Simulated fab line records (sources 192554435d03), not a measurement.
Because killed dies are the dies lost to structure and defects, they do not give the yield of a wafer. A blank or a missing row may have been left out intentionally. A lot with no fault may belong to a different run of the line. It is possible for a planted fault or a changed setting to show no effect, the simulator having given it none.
fab line records + flow n5Finfet
record
- lots=10
- wafers=30
- lastDay=17
route steps=1938 shown BEOL_M3@994 BEOL_M4@1111 PASSIVATION@1936
lots that met no fault: taken from a fault-free run of the same line
startH: hours from the record's opening day to when the first of the lot's shown wafers began + waitH: hours from the lot's prior step to this one + " the same as in the row above + L1.1+2: a single row standing in for several wafers + - no value, or no start was given + * or withheld: withheld + < > ~ a bound
route shown NAME@n: a module of which the file shows steps, and the number in the route of the first + usual: mean/standard deviation taken from wafers without a fault + same: alike in all rows + chamber/n: place in a boat + sites: per-site readings + _std_site: the standard deviation of these + _edge_site: outer sites' mean less inner sites' + radiusMm: how far each site lies from the wafer's centre + mask NAME#n: copy n + behind: the tool/chamber that last shaped the wafer + hold: what put the lot on hold/how long, in hours/how the hold closed + device: names the non-switching transistor (n, p or np) + end of line: the route-end tests of the same wafers + a step with no rows: only its recipe + killed: at the first sort, the dies lost to defects and structure; wafer yield is something else + map: shows each die of a wafer: x if killed, . if not, _ if none is there
set.NAME: the setting the step ran with; set.NAME@STEP: the setting that earlier step ran with + model.NAME: the simulator's own value behind a step, which no gauge read
a sample of lots followed through the steps of the route, with each step as a table and each wafer as a row
services: when a tool's chamber went out of use (startH, in hours from the record's first day, below 0 if earlier), for how many hours, and the reason
## steps
# step N5_BEOL_M3_SPUTTER_48
# recipe
- material=Cu
- targetThkA=45
- tempC=-20
- chamberPressurePa=0.07
- powerW=withheld
- timeS=8.29
# usual
- chamberPressurePa=0.06999/0.00012
- chuckGasFlowSccm=1.27/0.053
- throttleValvePct=30.1/0.92
| lot.wafer | tool          | chamber | startH | waitH | chamberPressurePa | chuckGasFlowSccm | throttleValvePct |
|-----------|---------------|---------|--------|-------|-------------------|------------------|------------------|
| L241.2    | pvdSputter-03 | -       | 148.58 | 0.2   | 0.07001           | 1.39             | 30.2             |
| L241.3    | "             | -       | "      | "     | 0.07006           | 1.18             | 28.6             |
| L241.4    | "             | -       | "      | "     | 0.07036           | 1.24             | 31.1             |
| L243.3    | pvdSputter-03 | -       | 163.25 | 0.1   | 0.07              | 1.27             | 30.0             |
| L243.5    | "             | -       | "      | "     | 0.07001           | 1.20             | 28.4             |
| L243.6    | "             | -       | "      | "     | 0.07016           | 1.27             | 30.1             |
| L244.2    | pvdSputter-02 | -       | 163.36 | 0.1   | 0.06981           | 1.32             | 30.4             |
| L244.3    | "             | -       | "      | "     | 0.06984           | 1.25             | 29.6             |
| L244.4    | "             | -       | "      | "     | 0.06992           | 1.22             | 29.8             |
| L248.3    | pvdSputter-02 | -       | 198.89 | 0.2   | 0.07002           | 1.29             | 30.1             |
| L248.5    | "             | -       | "      | "     | 0.07018           | 1.34             | 31.1             |
| L248.6    | "             | -       | "      | "     | 0.07005           | 1.29             | 29.2             |
| L250.1    | pvdSputter-02 | -       | 208.65 | 0.1   | 0.07007           | 1.20             | 29.6             |
| L250.4    | "             | -       | "      | "     | 0.07014           | 1.28             | 29.6             |
| L250.5    | "             | -       | "      | "     | 0.06997           | 1.27             | 29.8             |
| L251.1    | pvdSputter-03 | -       | 221.13 | 0.2   | 0.06989           | 1.22             | 30.4             |
| L251.2    | "             | -       | "      | "     | 0.06996           | 1.27             | 31.2             |
| L251.6    | "             | -       | "      | "     | 0.06988           | 1.31             | 30.2             |
| L252.3    | pvdSputter-01 | -       | 222.32 | 0.1   | 0.06998           | 1.22             | 28.9             |
| L252.5    | "             | -       | "      | "     | 0.07012           | 1.25             | 28.8             |
| L252.6    | "             | -       | "      | "     | 0.06995           | 1.27             | 30.3             |
| L260.1    | pvdSputter-01 | -       | 259.81 | 0.1   | 0.07014           | 1.26             | 30.3             |
| L260.5    | "             | -       | "      | "     | 0.06996           | 1.33             | 30.8             |
| L260.6    | "             | -       | "      | "     | 0.07003           | 1.36             | 31.7             |
| L259.2    | pvdSputter-03 | -       | 262.41 | 0.2   | 0.06988           | 1.21             | 30.6             |
| L259.4    | "             | -       | "      | "     | 0.07016           | 1.23             | 31.2             |
| L259.5    | "             | -       | "      | "     | 0.07009           | 1.24             | 28.5             |
| L263.1    | pvdSputter-03 | -       | 289.23 | 0.2   | 0.06986           | 1.28             | 28.5             |
| L263.3    | "             | -       | "      | "     | 0.0699            | 1.20             | 31.2             |
| L263.6    | "             | -       | "      | "     | 0.07004           | 1.40             | 30.4             |
# step N5_BEOL_M3_SPUTTER_79
# recipe
- material=Cu
- targetThkA=45
- tempC=-20
- chamberPressurePa=0.07
- powerW=withheld
- timeS=8.29
# usual
- chamberPressurePa=0.07002/0.00014
- chuckGasFlowSccm=1.26/0.053
- throttleValvePct=30.2/0.93
| lot.wafer | tool          | chamber | startH | waitH | chamberPressurePa | chuckGasFlowSccm | throttleValvePct |
|-----------|---------------|---------|--------|-------|-------------------|------------------|------------------|
| L241.2    | pvdSputter-03 | -       | 148.80 | 0.1   | 0.07006           | 1.31             | 30.1             |
| L241.3    | "             | -       | "      | "     | 0.06979           | 1.25             | 28.4             |
| L241.4    | "             | -       | "      | "     | 0.0701            | 1.28             | 30.7             |
| L243.3    | pvdSputter-03 | -       | 163.47 | 0.1   | 0.06991           | 1.27             | 30.1             |
| L243.5    | "             | -       | "      | "     | 0.0701            | 1.24             | 28.7             |
| L243.6    | "             | -       | "      | "     | 0.0699            | 1.12             | 30.1             |
| L244.2    | pvdSputter-02 | -       | 163.58 | 0.1   | 0.06983           | 1.32             | 30.1             |
| L244.3    | "             | -       | "      | "     | 0.07013           | 1.37             | 29.6             |
| L244.4    | "             | -       | "      | "     | 0.07004           | 1.24             | 29.7             |
| L248.3    | pvdSputter-02 | -       | 199.11 | 0.1   | 0.07013           | 1.30             | 30.1             |
| L248.5    | "             | -       | "      | "     | 0.06998           | 1.24             | 31.5             |
| L248.6    | "             | -       | "      | "     | 0.06995           | 1.34             | 29.1             |
| L250.1    | pvdSputter-02 | -       | 208.87 | 0.1   | 0.07026           | 1.25             | 29.4             |
| L250.4    | "             | -       | "      | "     | 0.07009           | 1.39             | 29.5             |
| L250.5    | "             | -       | "      | "     | 0.07005           | 1.26             | 30.0             |
| L251.1    | pvdSputter-03 | -       | 221.35 | 0.1   | -                 | -                | -                |
| L251.2    | "             | -       | "      | "     | -                 | -                | -                |
| L251.6    | "             | -       | "      | "     | -                 | -                | -                |
| L252.3    | pvdSputter-01 | -       | 222.54 | 0.1   | -                 | -                | -                |
| L252.5    | "             | -       | "      | "     | -                 | -                | -                |
| L252.6    | "             | -       | "      | "     | -                 | -                | -                |
| L260.1    | pvdSputter-01 | -       | 260.03 | 0.1   | 0.06997           | 1.32             | 30.1             |
| L260.5    | "             | -       | "      | "     | 0.07004           | 1.27             | 31.0             |
| L260.6    | "             | -       | "      | "     | 0.07013           | 1.21             | 31.7             |
| L259.2    | pvdSputter-03 | -       | 262.63 | 0.1   | 0.07007           | 1.33             | 30.5             |
| L259.4    | "             | -       | "      | "     | 0.06974           | 1.17             | 31.3             |
| L259.5    | "             | -       | "      | "     | 0.07001           | 1.22             | 28.6             |
| L263.1    | pvdSputter-03 | -       | 289.45 | 0.1   | 0.07022           | 1.40             | 28.4             |
| L263.3    | "             | -       | "      | "     | 0.07007           | 1.32             | 31.0             |
| L263.6    | "             | -       | "      | "     | 0.07003           | 1.29             | 30.5             |
# step N5_BEOL_M3_SPUTTER_81
# recipe
- material=Cu
- targetThkA=45
- tempC=-20
- chamberPressurePa=0.07
- powerW=withheld
- timeS=8.29
# usual
- chamberPressurePa=0.07002/0.00016
- chuckGasFlowSccm=1.27/0.053
- throttleValvePct=30.2/0.94
| lot.wafer | tool          | chamber | startH | waitH | chamberPressurePa | chuckGasFlowSccm | throttleValvePct |
|-----------|---------------|---------|--------|-------|-------------------|------------------|------------------|
| L241.2    | pvdSputter-03 | -       | 149.02 | 0.1   | 0.06981           | 1.25             | 30.2             |
| L241.3    | "             | -       | "      | "     | 0.07              | 1.25             | 28.8             |
| L241.4    | "             | -       | "      | "     | 0.06996           | 1.31             | 30.9             |
| L243.3    | pvdSputter-03 | -       | 163.69 | 0.1   | 0.06995           | 1.27             | 30.1             |
| L243.5    | "             | -       | "      | "     | 0.07006           | 1.19             | 28.4             |
| L243.6    | "             | -       | "      | "     | 0.07008           | 1.33             | 30.3             |
| L244.2    | pvdSputter-02 | -       | 163.80 | 0.1   | 0.06986           | 1.33             | 30.3             |
| L244.3    | "             | -       | "      | "     | 0.06985           | 1.25             | 29.5             |
| L244.4    | "             | -       | "      | "     | 0.06993           | 1.21             | 29.5             |
| L248.3    | pvdSputter-02 | -       | 199.33 | 0.1   | 0.07              | 1.14             | 30.2             |
| L248.5    | "             | -       | "      | "     | 0.07011           | 1.31             | 31.2             |
| L248.6    | "             | -       | "      | "     | 0.06993           | 1.29             | 29.2             |
| L250.1    | pvdSputter-02 | -       | 209.09 | 0.1   | 0.0702            | 1.31             | 29.7             |
| L250.4    | "             | -       | "      | "     | 0.06979           | 1.22             | 29.8             |
| L250.5    | "             | -       | "      | "     | 0.07026           | 1.24             | 29.4             |
| L251.1    | pvdSputter-03 | -       | 221.57 | 0.1   | 0.06996           | 1.28             | 30.0             |
| L251.2    | "             | -       | "      | "     | 0.06993           | 1.35             | 31.0             |
| L251.6    | "             | -       | "      | "     | 0.06992           | 1.25             | 30.3             |
| L252.3    | pvdSputter-01 | -       | 222.76 | 0.1   | 0.07008           | 1.23             | 28.7             |
| L252.5    | "             | -       | "      | "     | 0.06972           | 1.29             | 28.8             |
| L252.6    | "             | -       | "      | "     | 0.07013           | 1.21             | 30.2             |
| L260.1    | pvdSputter-01 | -       | 260.25 | 0.1   | 0.0701            | 1.26             | 30.3             |
| L260.5    | "             | -       | "      | "     | 0.06984           | 1.27             | 31.1             |
| L260.6    | "             | -       | "      | "     | 0.07023           | 1.12             | 31.6             |
| L259.2    | pvdSputter-03 | -       | 262.85 | 0.1   | 0.06993           | 1.32             | 30.7             |
| L259.4    | "             | -       | "      | "     | 0.07              | 1.24             | 31.3             |
| L259.5    | "             | -       | "      | "     | 0.07002           | 1.25             | 28.3             |
| L263.1    | pvdSputter-03 | -       | 289.67 | 0.1   | 0.07008           | 1.32             | 28.4             |
| L263.3    | "             | -       | "      | "     | 0.07002           | 1.32             | 31.3             |
| L263.6    | "             | -       | "      | "     | 0.06997           | 1.30             | 30.3             |
# step N5_BEOL_M3_SPUTTER_88
# recipe
- material=Cu
- targetThkA=45
- tempC=-20
- chamberPressurePa=0.07
- powerW=withheld
- timeS=8.29
# usual
- chamberPressurePa=0.06998/0.00014
- chuckGasFlowSccm=1.27/0.053
- throttleValvePct=30.1/0.93
| lot.wafer | tool          | chamber | startH | waitH | chamberPressurePa | chuckGasFlowSccm | throttleValvePct |
|-----------|---------------|---------|--------|-------|-------------------|------------------|------------------|
| L241.2    | pvdSputter-03 | -       | 149.46 | 0.1   | 0.07002           | 1.38             | 30.2             |
| L241.3    | "             | -       | "      | "     | 0.0699            | 1.25             | 28.7             |
| L241.4    | "             | -       | "      | "     | 0.07001           | 1.35             | 31.1             |
| L244.2    | pvdSputter-02 | -       | 164.24 | 0.1   | 0.07016           | 1.28             | 30.0             |
| L244.3    | "             | -       | "      | "     | 0.06987           | 1.26             | 29.5             |
| L244.4    | "             | -       | "      | "     | 0.0698            | 1.31             | 29.7             |
| L243.3    | pvdSputter-03 | -       | 167.89 | 0.1   | 0.07              | 1.28             | 30.2             |
| L243.5    | "             | -       | "      | "     | 0.06992           | 1.26             | 28.5             |
| L243.6    | "             | -       | "      | "     | 0.06986           | 1.27             | 30.3             |
| L248.3    | pvdSputter-02 | -       | 199.77 | 0.1   | 0.07002           | 1.36             | 30.2             |
| L248.5    | "             | -       | "      | "     | 0.07005           | 1.20             | 31.1             |
| L248.6    | "             | -       | "      | "     | 0.07007           | 1.23             | 29.4             |
| L250.1    | pvdSputter-02 | -       | 209.53 | 0.1   | 0.06973           | 1.25             | 29.9             |
| L250.4    | "             | -       | "      | "     | 0.07008           | 1.27             | 29.6             |
| L250.5    | "             | -       | "      | "     | 0.07006           | 1.26             | 29.6             |
| L251.1    | pvdSputter-03 | -       | 222.01 | 0.1   | 0.06983           | 1.32             | 29.9             |
| L251.2    | "             | -       | "      | "     | 0.06995           | 1.28             | 30.7             |
| L251.6    | "             | -       | "      | "     | 0.06992           | 1.27             | 30.4             |
| L252.3    | pvdSputter-01 | -       | 223.20 | 0.1   | 0.07011           | 1.34             | 28.8             |
| L252.5    | "             | -       | "      | "     | 0.07021           | 1.21             | 29.0             |
| L252.6    | "             | -       | "      | "     | 0.06982           | 1.29             | 30.1             |
| L260.1    | pvdSputter-01 | -       | 260.69 | 0.1   | 0.07012           | 1.32             | 30.2             |
| L260.5    | "             | -       | "      | "     | 0.07013           | 1.28             | 31.6             |
| L260.6    | "             | -       | "      | "     | 0.06983           | 1.32             | 31.6             |
| L259.2    | pvdSputter-03 | -       | 263.29 | 0.1   | 0.07021           | 1.17             | 30.4             |
| L259.4    | "             | -       | "      | "     | 0.07001           | 1.22             | 30.9             |
| L259.5    | "             | -       | "      | "     | 0.06969           | 1.31             | 28.3             |
| L263.1    | pvdSputter-03 | -       | 290.11 | 0.1   | 0.07003           | 1.28             | 28.5             |
| L263.3    | "             | -       | "      | "     | 0.06969           | 1.22             | 31.0             |
| L263.6    | "             | -       | "      | "     | 0.07001           | 1.22             | 30.3             |
# step N5_BEOL_M4_RC_MEAS_101
# usual
- DIBL_N=36.3/1.4
- DIBL_P=36.2/1.5
- IOFF_N=0.160/0.021
- IOFF_P=0.211/0.027
- ION_N=676/7.7
- ION_P=463/5.5
- SS_N=71.4/0.57
- SS_P=73.3/0.58
- VT_N=249.3/2.5
- VT_P=-250.1/2.6
| lot.wafer | tool      | chamber | startH | waitH | DIBL_N[mV/V] | DIBL_P[mV/V] | IOFF_N[nA/um] | IOFF_P[nA/um] | ION_N[uA/um] | ION_P[uA/um] | SS_N[mV/dec] | SS_P[mV/dec] | VT_N[mV] | VT_P[mV] |
|-----------|-----------|---------|--------|-------|--------------|--------------|---------------|---------------|--------------|--------------|--------------|--------------|----------|----------|
| L241.2    | prober-01 | 0       | 163.00 | 0.2   | 34.3         | 34.3         | 0.147         | 0.183         | 673          | 460          | 71.0         | 73.4         | 249.2    | -253.5   |
| L241.3    | "         | 0       | "      | "     | 35.3         | 34.4         | 0.144         | 0.182         | 667          | 455          | 71.3         | 73.5         | 251.0    | -253.1   |
| L241.4    | "         | 0       | "      | "     | 36.3         | 35.6         | 0.168         | 0.192         | 679          | 460          | 72.2         | 73.1         | 247.8    | -251.2   |
| L244.2    | prober-02 | 0       | 183.71 | 0.2   | 37.4         | 37.7         | 0.176         | 0.234         | 681          | 472          | 71.2         | 74.2         | 245.6    | -246.2   |
| L244.3    | "         | 0       | "      | "     | 37.2         | 36.4         | 0.156         | 0.216         | 669          | 460          | 71.7         | 74.4         | 251.1    | -246.7   |
| L244.4    | "         | 0       | "      | "     | 37.6         | 37.6         | 0.172         | 0.230         | 673          | 465          | 71.4         | 73.6         | 246.3    | -246.6   |
| L243.3    | prober-01 | 0       | 186.48 | 0.3   | 34.7         | 35.4         | 0.147         | 0.193         | 674          | 461          | 70.8         | 72.1         | 249.7    | -250.8   |
| L243.5    | "         | 0       | "      | "     | 35.4         | 35.5         | 0.154         | 0.193         | 673          | 457          | 71.6         | 73.2         | 250.8    | -250.3   |
| L243.6    | "         | 0       | "      | "     | 35.9         | 36.0         | 0.162         | 0.212         | 676          | 463          | 71.6         | 72.9         | 249.0    | -249.7   |
| L248.3    | prober-01 | 0       | 214.55 | 0.3   | 37.1         | 35.6         | 0.154         | 0.203         | 673          | 460          | 71.1         | 73.5         | 250.1    | -250.2   |
| L248.5    | "         | 0       | "      | "     | 35.9         | 34.0         | 0.139         | 0.198         | 677          | 469          | 70.9         | 72.5         | 249.1    | -248.9   |
| L248.6    | "         | 0       | "      | "     | 36.6         | 34.4         | 0.144         | 0.193         | 665          | 468          | 70.8         | 72.9         | 248.3    | -249.8   |
| L250.1    | prober-02 | 0       | 222.49 | 0.0   | 34.5         | 35.8         | 0.155         | 0.194         | 687          | 471          | 71.6         | 72.5         | 249.1    | -251.3   |
| L250.4    | "         | 0       | "      | "     | 34.5         | 35.7         | 0.148         | 0.189         | 685          | 462          | 71.3         | 72.8         | 249.6    | -249.6   |
| L250.5    | "         | 0       | "      | "     | 34.8         | 36.1         | 0.159         | 0.199         | 690          | 467          | 71.2         | 73.2         | 249.1    | -253.2   |
| L252.3    | prober-01 | 0       | 238.67 | 0.3   | 34.4         | 35.3         | 0.131         | 0.202         | 670          | 464          | 71.1         | 72.9         | 252.5    | -251.6   |
| L252.5    | "         | 0       | "      | "     | 36.0         | 37.7         | 0.168         | 0.234         | 674          | 470          | 71.9         | 74.5         | 247.5    | -246.9   |
| L252.6    | "         | 0       | "      | "     | 35.0         | 35.8         | 0.136         | 0.205         | 660          | 456          | 71.7         | 73.6         | 252.5    | -250.2   |
| L251.1    | prober-01 | 0       | 244.78 | 0.0   | 34.8         | 33.4         | 0.129         | 0.172         | 665          | 459          | 71.0         | 72.6         | 253.6    | -249.8   |
| L251.2    | "         | 0       | "      | "     | 37.6         | 37.7         | 0.172         | 0.227         | 680          | 464          | 71.2         | 73.9         | 246.5    | -248.4   |
| L251.6    | "         | 0       | "      | "     | 35.2         | 33.9         | 0.131         | 0.173         | 677          | 459          | 71.1         | 72.5         | 250.5    | -249.7   |
| L260.1    | prober-02 | 0       | 276.11 | 0.0   | 35.1         | 33.6         | 0.140         | 0.178         | 667          | 459          | 70.2         | 72.8         | 251.3    | -250.3   |
| L260.5    | "         | 0       | "      | "     | 35.0         | 34.5         | 0.153         | 0.185         | 680          | 460          | 71.4         | 73.0         | 246.7    | -255.1   |
| L260.6    | "         | 0       | "      | "     | 34.2         | 33.2         | 0.135         | 0.174         | 668          | 455          | 70.4         | 72.7         | 249.4    | -253.7   |
| L259.2    | prober-02 | 0       | 283.61 | 0.2   | 35.0         | 34.3         | 0.146         | 0.194         | 679          | 467          | 70.6         | 72.6         | 249.2    | -249.9   |
| L259.4    | "         | 0       | "      | "     | 35.2         | 34.6         | 0.144         | 0.202         | 667          | 462          | 70.2         | 72.6         | 249.8    | -249.2   |
| L259.5    | "         | 0       | "      | "     | 38.0         | 37.7         | 0.191         | 0.251         | 679          | 467          | 70.8         | 73.4         | 243.9    | -248.9   |
| L263.1    | prober-01 | 0       | 308.31 | 0.0   | 36.9         | 37.2         | 0.179         | 0.233         | 680          | 468          | 71.7         | 73.4         | 249.0    | -246.6   |
| L263.3    | "         | 0       | "      | "     | 36.1         | 36.4         | 0.162         | 0.231         | 683          | 469          | 71.4         | 74.0         | 249.9    | -250.1   |
| L263.6    | "         | 0       | "      | "     | 37.2         | 37.9         | 0.189         | 0.242         | 687          | 471          | 72.7         | 74.3         | 247.6    | -248.8   |
# step N5_PASSIVATION_PROBE_49
# usual
- defectLimitedYield=91.3/1.4
- killed_at_M0_to_M3=34/10
- killed_at_M4_up=13/4.8
- killedAtContacts=12/6.1
- killedAtFrontEnd=40/11
- killedAtOther=3.7/2.8
- killedDies=103/16
- killedOpen=67/12
- killedShort=34/7.4
- sort_bin_5_function=5.1/0.95
- sort_bin_6_memory=3.2/0.62
- sortNPass=1077/16
- sortYieldPct=91.3/1.4
# same
- grossDies=1180
- killedAtBackSide=0
- sort_bin_4_leakage[%]=0
- sort_bin_8_speed[%]=0
| lot.wafer | tool      | chamber | startH | waitH | defectLimitedYield[%] | killed_at_M0_to_M3 | killed_at_M4_up | killedAtContacts | killedAtFrontEnd | killedAtOther | killedDies | killedOpen | killedShort | sort_bin_5_function[%] | sort_bin_6_memory[%] | sortNPass | sortYieldPct[%] |
|-----------|-----------|---------|--------|-------|-----------------------|--------------------|-----------------|------------------|------------------|---------------|------------|------------|-------------|------------------------|----------------------|-----------|-----------------|
| L252.3    | prober-02 | -       | 337.36 | 0.1   | 90.3                  | 43                 | 14              | 8                | 43               | 6             | 114        | 67         | 37          | 4.7                    | 4.3                  | 1066      | 90.3            |
| L252.5    | prober-02 | -       | 337.46 | 0.2   | 90.5                  | 40                 | 7               | 9                | 54               | 2             | 112        | 78         | 29          | 4.9                    | 4.2                  | 1068      | 90.5            |
| L252.6    | prober-02 | -       | 337.51 | 0.3   | 92.6                  | 33                 | 11              | 1                | 38               | 4             | 87         | 57         | 21          | 4.1                    | 2.9                  | 1093      | 92.6            |
| L251.1    | prober-02 | -       | 356.15 | 0.0   | 91.9                  | 34                 | 9               | 6                | 39               | 7             | 95         | 46         | 43          | 4.6                    | 3.2                  | 1085      | 91.9            |
| L251.2    | prober-02 | -       | 356.20 | 0.1   | 91.4                  | 40                 | 19              | 12               | 29               | 2             | 102        | 62         | 33          | 4.8                    | 3.3                  | 1078      | 91.4            |
| L251.6    | prober-02 | -       | 356.40 | 0.3   | 91.3                  | 44                 | 13              | 12               | 29               | 5             | 103        | 51         | 42          | 5.3                    | 2.8                  | 1077      | 91.3            |
# killed by level:class
L252.3 FIN_SAQP:geometricParticle:short=11 FIN_SAQP:geometricParticle:open=9 BEOL_M2:geometricParticle:open=9 MOL_CONTACT_COAG:geometricParticle:open=7 BEOL_M3:interfaceVoidOpened=6 BEOL_M1:geometricParticle:open=6 BEOL_M4:geometricParticle:open=6 BEOL_M0_SAQP:geometricParticle:short=5
L252.5 STI_FIN_REVEAL:geometricParticle:open=19 FIN_SAQP:geometricParticle:open=9 BEOL_M0_SAQP:geometricParticle:open=9 BEOL_M2:geometricParticle:open=9 MOL_CONTACT_COAG:geometricParticle:open=7 BEOL_M1:geometricParticle:open=6 GATE_CUT:geometricParticle:open=5 FIN_SAQP:geometricParticle:short=4
L252.6 STI_FIN_REVEAL:geometricParticle:open=8 FIN_SAQP:geometricParticle:open=7 BEOL_M2:geometricParticle:open=6 BEOL_M3:interfaceVoidOpened=6 BEOL_M0:geometricParticle:open=5 BEOL_M1:geometricParticle:open=5 GATE_CUT:geometricParticle:short=4 BEOL_M0_SAQP:geometricParticle:open=4
L251.1 BEOL_M2:geometricParticle:open=9 FIN_SAQP:geometricParticle:short=8 GATE_CUT:geometricParticle:short=7 BEOL_M0_SAQP:geometricParticle:short=6 MOL_CONTACT_COAG:geometricParticle:open=5 BEOL_M4:geometricParticle:open=5 FIN_SAQP:geometricParticle:open=4 STARTING-WAFER:geometricParticle:short=4
L251.2 BEOL_M0_SAQP:geometricParticle:open=10 BEOL_M4:geometricParticle:open=10 MOL_CONTACT_COAG:geometricParticle:open=9 BEOL_M0_SAQP:geometricParticle:short=9 BEOL_M2:geometricParticle:open=5 FIN_SAQP:geometricParticle:short=4 BEOL_M3:interfaceVoidOpened=4 GATE_CUT:geometricParticle:short=4
L251.6 BEOL_M0_SAQP:geometricParticle:short=12 MOL_CONTACT_COAG:geometricParticle:open=9 BEOL_M1:geometricParticle:open=9 BEOL_M3:interfaceVoidOpened=8 BEOL_M0_SAQP:geometricParticle:open=6 BEOL_M4:geometricParticle:open=6 FIN_SAQP:geometricParticle:short=5 STI_FIN_REVEAL:geometricParticle:open=4
## services
| tool          | chamber | startH | hours | kind   |
|---------------|---------|--------|-------|--------|
| pvdSputter-02 | -       | 153.37 | 1.0   | repair |
| pvdSputter-03 | -       | 169.70 | 3.3   | repair |
## key
firstSign
- step=N5_BEOL_M3_SPUTTER_79
- reading=toolRecord
- direction=missing
effect none on later readings
metAt N5_BEOL_M3_SPUTTER_79
struckLots L251,L252
notActingAt N5_BEOL_M3_SPUTTER_48,N5_BEOL_M3_SPUTTER_81,N5_BEOL_M3_SPUTTER_88
onsetBetween 163.47 221.35
fault
- kind=skippedStepWhole
- tool=pvdSputter-01,pvdSputter-03
- chamber=-
- onsetH=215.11
- steps=N5_BEOL_M3_SPUTTER_79
- scope=struckLotsOnly
